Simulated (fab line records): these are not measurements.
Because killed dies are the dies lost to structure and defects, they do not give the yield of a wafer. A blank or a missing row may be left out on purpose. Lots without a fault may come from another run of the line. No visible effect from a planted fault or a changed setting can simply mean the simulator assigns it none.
One fault through the eyes of 2 desks | flow n5 finfet | each desk has only its own numbers; what lay behind them comes last

FOR THE TOOL OWNER'S DESK: rie diel-02
The tool's own readings at N5_BEOL_M10_VIA_ETCH_34 (etches SiCOH lowk in C4F6/O2, target depth 184.5 nm, time 69.2 s): means of the sampled wafers that have a number, for each lot that ran on this tool. The brackets show how far a lot's mean lies from the usual mean; more than 4 standard deviations puts the lot out of limits, marked OUT.
Columns: A = drypump motor current A at N5_BEOL_M10_VIA_ETCH_34, usual 5.6 A; B = mfc ar sccm at N5_BEOL_M10_VIA_ETCH_34, usual 299.9 sccm; C = oes product au at N5_BEOL_M10_VIA_ETCH_34, usual 0.78 a.u.; D = rf vpp V at N5_BEOL_M10_VIA_ETCH_34, usual 657 V; E = showerhead plenum p Torr at N5_BEOL_M10_VIA_ETCH_34, usual 2.85 Torr; F = throttle valve pct at N5_BEOL_M10_VIA_ETCH_34, usual 20.95 %
lot  | first seen here | A   | B     | C    | D   | E    | F
L451 | day 10 19:37    | 5.5 | 299.5 | 0.73 | 663 | 2.88 | 21.20
L453 | day 11 11:03    | 6.0 | 300.1 | 0.69 | 677 | 2.90 | 21.33
L456 | day 11 23:56    | 5.8 | 300.7 | 0.77 | 660 | 2.89 | 21.21
L463 | day 13 21:59    | 5.4 | 300.4 | 0.76 | 651 | 2.88 | 21.15
L464 | day 14 05:21    | 5.4 | 300.1 | 0.75 | 651 | 2.88 | 21.16
L462 | day 14 08:22    | 5.7 | 299.2 | 0.77 | 668 | 2.89 | 21.18
Finding of this desk: none of the 6 lots has anything out of limits.

FROM THE METROLOGY DESK
Lot by lot, what the gauges showed, no matter which tool ran the lot: averages of those sampled wafers that carry a number. The brackets show how far a lot's mean lies from the usual mean; more than 4 standard deviations puts the lot out of limits, marked OUT.
Columns: A = TV_OVL at N5_PASSIVATION_OVL_MEAS_60, usual 3 nm
lot  | first seen here | A
L451 | day 12 18:29    | 12
L453 | day 13 12:17    | 6
L452 | day 13 12:29    | 6
L456 | day 13 17:14    | 4
L454 | day 14 05:29    | -1
L457 | day 14 06:13    | 3
L463 | day 15 22:39    | 4
L462 | day 16 10:54    | 0
L464 | day 16 22:38    | -4
L471 | day 18 14:44    | 3
L472 | day 18 15:35    | 2
L474 | day 19 10:15    | 4
Finding of this desk: none of the 12 lots has anything out of limits.

BROUGHT TOGETHER
The desk of the tool owner found nothing out of limits.
Nothing out of limits was seen by the metrology desk.

WHAT WAS PUT IN BY THE SIMULATOR
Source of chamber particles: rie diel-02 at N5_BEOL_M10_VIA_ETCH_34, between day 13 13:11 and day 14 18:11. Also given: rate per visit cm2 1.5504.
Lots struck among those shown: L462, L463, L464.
